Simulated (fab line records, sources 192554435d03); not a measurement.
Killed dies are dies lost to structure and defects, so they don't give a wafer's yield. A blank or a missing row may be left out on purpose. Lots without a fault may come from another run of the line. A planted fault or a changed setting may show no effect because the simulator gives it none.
One fault seen from 2 desks | flow n5_finfet | each desk has only its own numbers; what lay behind them comes last

THE TOOL OWNER'S DESK: rie_diel-02
The tool's own readings at N5_BEOL_M0_CUTY_ETCH_63 (etches SOC in N2/H2, target depth 82.7 nm, overetch 16.5 nm, time 124 s): means of the sampled wafers that have a number, for each lot that ran on this tool. A lot is out of limits, marked OUT, if its mean lies more than 4 standard deviations from the usual mean; the brackets give that distance.
Columns: A = bias_w at N5_BEOL_M0_CUTY_ETCH_63, usual 150.1 W; B = chamber_pressure_mTorr at N5_BEOL_M0_CUTY_ETCH_63, usual 29.999 mTorr; C = drypump_motor_current_A at N5_BEOL_M0_CUTY_ETCH_63, usual 5.9 A; D = oes_product_au at N5_BEOL_M0_CUTY_ETCH_63, usual 0.65 a.u.; E = rf_vpp_V at N5_BEOL_M0_CUTY_ETCH_63, usual 525.1 V; F = showerhead_plenum_p_Torr at N5_BEOL_M0_CUTY_ETCH_63, usual 2.59 Torr; G = throttle_valve_pct at N5_BEOL_M0_CUTY_ETCH_63, usual 17.73 %
lot  | first seen here | A     | B      | C   | D    | E     | F    | G
L630 | day 7 01:28     | 149.8 | 30.004 | 6.3 | 0.71 | 527.0 | 2.68 | 17.53
L647 | day 11 07:40    | 150.2 | 30.002 | 6.1 | 0.69 | 526.1 | 2.65 | 17.75
L648 | day 11 17:58    | 149.5 | 29.983 | 6.3 | 0.66 | 527.8 | 2.66 | 17.58
This desk's finding: nothing out of limits on any of the 3 lots.

THE METROLOGY DESK
What the gauges read, lot by lot, whatever tool the lot ran on: means of the sampled wafers that have a number. A lot is out of limits, marked OUT, if its mean lies more than 4 standard deviations from the usual mean; the brackets give that distance. Of its 10 readings 7 are shown: those that lie furthest out on some lot.
Columns: A = DIBL_N at N5_BEOL_M4_RC_MEAS_101, usual 36.3 mV/V; B = DIBL_P at N5_BEOL_M4_RC_MEAS_101, usual 36.5 mV/V; C = IOFF_N at N5_BEOL_M4_RC_MEAS_101, usual 0.16 nA/um; D = IOFF_P at N5_BEOL_M4_RC_MEAS_101, usual 0.22 nA/um; E = ION_N at N5_BEOL_M4_RC_MEAS_101, usual 677 uA/um; F = VT_N at N5_BEOL_M4_RC_MEAS_101, usual 249 mV; G = VT_P at N5_BEOL_M4_RC_MEAS_101, usual -248.9 mV
lot  | first seen here | A    | B    | C    | D    | E   | F   | G
L626 | day 8 17:48     | 36.2 | 36.7 | 0.15 | 0.19 | 672 | 251 | -250.5
L633 | day 10 10:07    | 36.4 | 36.5 | 0.15 | 0.18 | 674 | 252 | -255.3
L630 | day 10 15:43    | 38.2 | 38.5 | 0.19 | 0.24 | 694 | 247 | -250.6
L644 | day 12 20:28    | 37.8 | 38.3 | 0.18 | 0.22 | 677 | 248 | -250.7
L646 | day 13 19:41    | 32.8 | 32.8 | 0.11 | 0.16 | 654 | 255 | -252.9
L648 | day 14 01:23    | 35.5 | 37.0 | 0.17 | 0.23 | 680 | 248 | -248.5
L647 | day 14 04:28    | 36.2 | 36.9 | 0.16 | 0.24 | 682 | 248 | -246.8
This desk's finding: nothing out of limits on any of the 7 lots.

PUT TOGETHER
The tool owner's desk saw nothing out of limits.
The metrology desk saw nothing out of limits.

WHAT THE SIMULATOR HAD PUT IN
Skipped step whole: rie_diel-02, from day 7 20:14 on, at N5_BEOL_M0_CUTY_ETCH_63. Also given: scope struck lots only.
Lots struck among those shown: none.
